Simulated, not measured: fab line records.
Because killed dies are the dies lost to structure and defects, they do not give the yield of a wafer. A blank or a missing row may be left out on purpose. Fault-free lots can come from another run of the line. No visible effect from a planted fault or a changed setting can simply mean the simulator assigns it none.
A struck lot beside a sound one ; flow n5-finfet ; 37 steps out of a route of 1938
Sound: the wafers L528.2, L528.4, L528.5. Struck: wafer L543.6; the same lot's L543.2 was not struck, so it is left out; see the end for the cause.
At each step with rows: each side's tool, then ch and its chambers, then its first start. Under that, the readings that differ: sound wafers ; struck wafers ; difference of the means ; sigmas: that difference in standard deviations of wafers without a fault.
alike: a reading whose means differ by less than 2 such deviations, as well as words and numbers matching on both sides. not compared: withheld readings; readings where some wafer has no value; bounds like >300 that might hide an equal value; numbers whose values overlap and for which the record gives no deviation.
A row with sigmas, a row that says differs or no value, or rows on one side alone: a step with any of these is where the two part. Numbers that have no deviation but don't overlap get no sigmas and don't part them. A reading that every wafer of one side lacks parts them only if that side has two wafers or more.

first, 8 steps without rows for these wafers: N5_BEOL_M2_ANNEAL_51 (time 90 s); N5_BEOL_M2_CMP_52 (polishes, stops on SiOC, t overpolish 6.8 s, target thk 40 nm); N5_BEOL_M2_PRE_CLEAN_60 (time 15 s); N5_BEOL_M2_CO_CAP_55 (material Co, precursor CCTBA/H2, target thk 2 nm, time 102.1 s); N5_BEOL_M2_PRE_CLEAN_56 (time 15 s); N5_BEOL_M2_DEP_57 (deposits SiCN from 3MS/NH3, target thk 8 nm, time 14 s); N5_BEOL_M3_ILD_DEP_00 (deposits SiOC from DEMS/O2, target thk 79 nm, time 15.3 s); N5_BEOL_M3_PECVD_72 (deposits SiO2 from TEOS/O2, target thk 16 nm, time 18 s).
N5_BEOL_M3_HM_DEP_02: deposits TiN, target thk 20 nm.
  struck on pvd-sputter-01, day 10 22:46; sound on pvd-sputter-01, day 7 10:52
reading;sound;struck;difference;sigmas
model.TiN_of_BEOL_M3_HM_DEP_02.thk-nm (nm);20 20.4 20;11;-9;
  alike: substrate-temp-c, susceptor-temp-C, throttle-valve-pct
then, 16 steps without rows for these wafers: N5_BEOL_M3_COAT_61 (time 60 s, resist thk 60 nm); N5_BEOL_M3_COAT_62 (time 60 s, resist thk 12 nm); N5_BEOL_M3_COAT_73 (time 60 s, resist thk 5 nm); N5_BEOL_M3_COAT_05 (resist thk 30 nm); N5_BEOL_M3_EBR_07; N5_BEOL_M3_SOFTBAKE_06 (time 60 s); N5_BEOL_M3_EXPOSE_08 (exposes mask M3); N5_BEOL_M3_PEB_09 (peb time 60 s); N5_BEOL_M3_DEVELOP_10 (develop time 30 s); N5_BEOL_M3_DESCUM_16 (chemistry O2, time 7 s); N5_BEOL_M3_ETCH_74 (etches underlayer in N2/H2, target depth 6.5 nm, time 5.2 s); N5_BEOL_M3_ETCH_63 (etches SiARC in CF4, target depth 15.6 nm, time 26 s); N5_BEOL_M3_ETCH_64 (etches SOC in N2/H2, target depth 75 nm, overetch 15 nm, time 112.5 s); N5_BEOL_M3_STRIP_65 (strips in N2/H2); N5_BEOL_M3_STRIP_75 (strips in N2/H2); N5_BEOL_M3_STRIP_66 (strips in CF4).
N5_BEOL_M3_HM_OPEN_17: chemistry Cl2/BCl3, target TiN, target depth 20 nm, overetch 6 nm.
  sound on rie-metal-03 ch 0, day 7 11:38; struck on rie-metal-03 ch 0, day 10 23:31
reading;sound;struck;difference;sigmas
oes-product-au (a.u.);0.70 0.70 0.69;0.51;-0.19;-2
throttle-valve-pct (%);22.00 22.00 22.01;22.31;+0.31;+2
model.etch.depth-nm (nm);20.08 20.43 19.99;11.01;-9.16;
  alike: bias-w, drypump-motor-current-A
  not compared: rf-hours-counter-h
then, 8 steps without rows for these wafers: N5_BEOL_M3_STRIP_19 (strips in O2); N5_BEOL_M3_COAT_67 (time 60 s, resist thk 60 nm); N5_BEOL_M3_COAT_68 (time 60 s, resist thk 12 nm); N5_BEOL_M3_COAT_76 (time 60 s, resist thk 5 nm); N5_BEOL_M3_COAT_22 (resist thk 30 nm); N5_BEOL_M3_EBR_24; N5_BEOL_M3_SOFTBAKE_23 (time 60 s); N5_BEOL_M3_EXPOSE_25 (exposes mask V2, defocus 5 nm).
N5_BEOL_M3_TRENCH_ETCH_37: etches SiOC in C4F6/O2, target depth 55.555 nm, time 29.2 s.
  sound: rie-diel-02 ch 0,1,2; struck: rie-diel-04 ch 0
reading;sound;struck;difference;sigmas
model.TiN_of_BEOL_M3_HM_DEP_02.thk-nm (nm);17.8 18.2 17.6;8.6;-9.3;
  alike: bias-w, drypump-motor-current-A, oes_o_777_au, oes-product-au, rf-vpp-V, showerhead-plenum-p-Torr, throttle-valve-pct
  not compared: rf-hours-counter-h
N5_BEOL_M4_RC_MEAS_101:
  sound on prober-01 ch 0, day 8 03:08; struck on prober-01 ch 0, day 11 22:40
  alike: DIBL_N, DIBL_P, IOFF_N, IOFF_P, ION_N, ION_P, SS_N, SS_P, VT_N, VT_P
N5_PASSIVATION_PROBE_49:
  the record has rows for the sound wafers here (prober-01, day 12 00:52) and none for the struck ones

== WHERE THEY PART ==
At N5_BEOL_M3_HM_OPEN_17 first; at N5_PASSIVATION_PROBE_49 last (within this record only).

WHY: what the simulator had put in
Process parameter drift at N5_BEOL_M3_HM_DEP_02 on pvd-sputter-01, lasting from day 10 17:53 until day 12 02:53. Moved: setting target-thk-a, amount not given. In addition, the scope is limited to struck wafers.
